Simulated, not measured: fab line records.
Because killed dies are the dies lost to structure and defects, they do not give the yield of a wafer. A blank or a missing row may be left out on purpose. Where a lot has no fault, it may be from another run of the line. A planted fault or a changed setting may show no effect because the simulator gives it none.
Which of the tools did it? | flow n5-finfet | 10 lots, 30 wafers sampled, at 4 steps of a route of 1938

## WHAT THE GAUGES SHOWED, per wafer
N5_BEOL_M5_INSPECT_58: inspects for defects (darkfield).
lot  | measured     | on                | raw-defect-count
L285 | day 10 08:00 | defect-inspect-01 | 57 60 45
L286 | day 10 11:06 | defect-inspect-02 | 81 31 70
L287 | day 10 20:48 | defect-inspect-02 | 72 60 95
L289 | day 11 08:15 | defect-inspect-02 | 70 102 56
L288 | day 11 09:25 | defect-inspect-01 | 40 67 620
L292 | day 12 08:31 | defect-inspect-02 | 77 78 594
L295 | day 12 15:50 | defect-inspect-02 | 44 69 69
L298 | day 13 10:03 | defect-inspect-02 | 79 65 59
L300 | day 14 05:01 | defect-inspect-02 | 85 58 49
L303 | day 14 21:11 | defect-inspect-01 | 39 48 38

## WHICH TOOL RAN EACH LOT (tool, then ch and the chambers of the sampled wafers, then the start)
lot  | N5_BEOL_M5_SPUTTER_48        | N5_BEOL_M5_CO_CAP_78             | N5_BEOL_M5_PRE_CLEAN_55
L285 | pvd-sputter-03, day 10 00:39 | cvd-co-02 ch 0,1,2, day 10 07:47 | pecvd-01 ch 0,1,2, day 10 07:53
L286 | pvd-sputter-02, day 10 05:38 | cvd-co-01 ch 1,2, day 10 10:53   | pecvd-01 ch 0,1,2, day 10 10:59
L287 | pvd-sputter-02, day 10 15:14 | cvd-co-01 ch 0,2, day 10 20:36   | pecvd-04 ch 1,2, day 10 20:41
L289 | pvd-sputter-03, day 11 02:44 | cvd-co-02 ch 1,2, day 11 08:02   | pecvd-04 ch 1,2, day 11 08:08
L288 | pvd-sputter-02, day 11 03:59 | cvd-co-02 ch 0,1,2, day 11 09:13 | pecvd-04 ch 0,1,2, day 11 09:18
L292 | pvd-sputter-01, day 12 03:02 | cvd-co-02 ch 0,1,2, day 12 08:18 | pecvd-04 ch 0,1, day 12 08:23
L295 | pvd-sputter-03, day 12 10:24 | cvd-co-01 ch 1,2, day 12 15:38   | pecvd-01 ch 0,1,2, day 12 15:44
L298 | pvd-sputter-02, day 13 04:35 | cvd-co-02 ch 0,1,2, day 13 09:50 | pecvd-01 ch 0,1,2, day 13 09:56
L300 | pvd-sputter-02, day 13 23:35 | cvd-co-01 ch 0,1,2, day 14 04:49 | pecvd-02 ch 0,1, day 14 04:54
L303 | pvd-sputter-03, day 14 15:46 | cvd-co-01 ch 0,1, day 14 20:58   | pecvd-02 ch 0,1,2, day 14 21:04
- N5_BEOL_M5_SPUTTER_48: material Cu, target thk 15 nm, time 27.62 s.
- N5_BEOL_M5_CO_CAP_78: material Co, precursor CCTBA/H2, target thk 2 nm, time 102.1 s.
- N5_BEOL_M5_PRE_CLEAN_55: time 15 s.

## THE ANSWER, worked out from the rows above alone
Rule: the lots themselves supply what counts as usual. Put in order of their means at a reading, lots are off if they are a third of the lots or fewer, leave a main group of 4 or more, and stand apart from it by a gap of 3 or more times the standard deviation of the main group's means; of several such gaps the widest counts. A main group is skipped when, at the precision printed for the reading in the tables above, its means are all equal. A lot without any number at a reading at which 4 lots or more have one is off too. All remaining lots with rows at the step are treated as sound.
Off at N5_BEOL_M5_INSPECT_58 (raw-defect-count): L288, L292. The main group has a mean of 63 with a standard deviation of 11.
A tool fits if, at a process step before that reading, it ran every lot that is off, and no sound lot after the first of them. Gauges at N5_BEOL_M5_INSPECT_58: tried the same way as those tools. One fits: N5_BEOL_M5_PRE_CLEAN_55 on pecvd-04. Its last sound lot is L289 (day 11 08:08), its first lot that is off L288 (day 11 09:18): a fault that began between those two fits.

## WHAT THE SIMULATOR HAD INSERTED
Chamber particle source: pecvd-04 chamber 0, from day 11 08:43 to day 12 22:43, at N5_BEOL_M5_PRE_CLEAN_55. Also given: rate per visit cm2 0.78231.
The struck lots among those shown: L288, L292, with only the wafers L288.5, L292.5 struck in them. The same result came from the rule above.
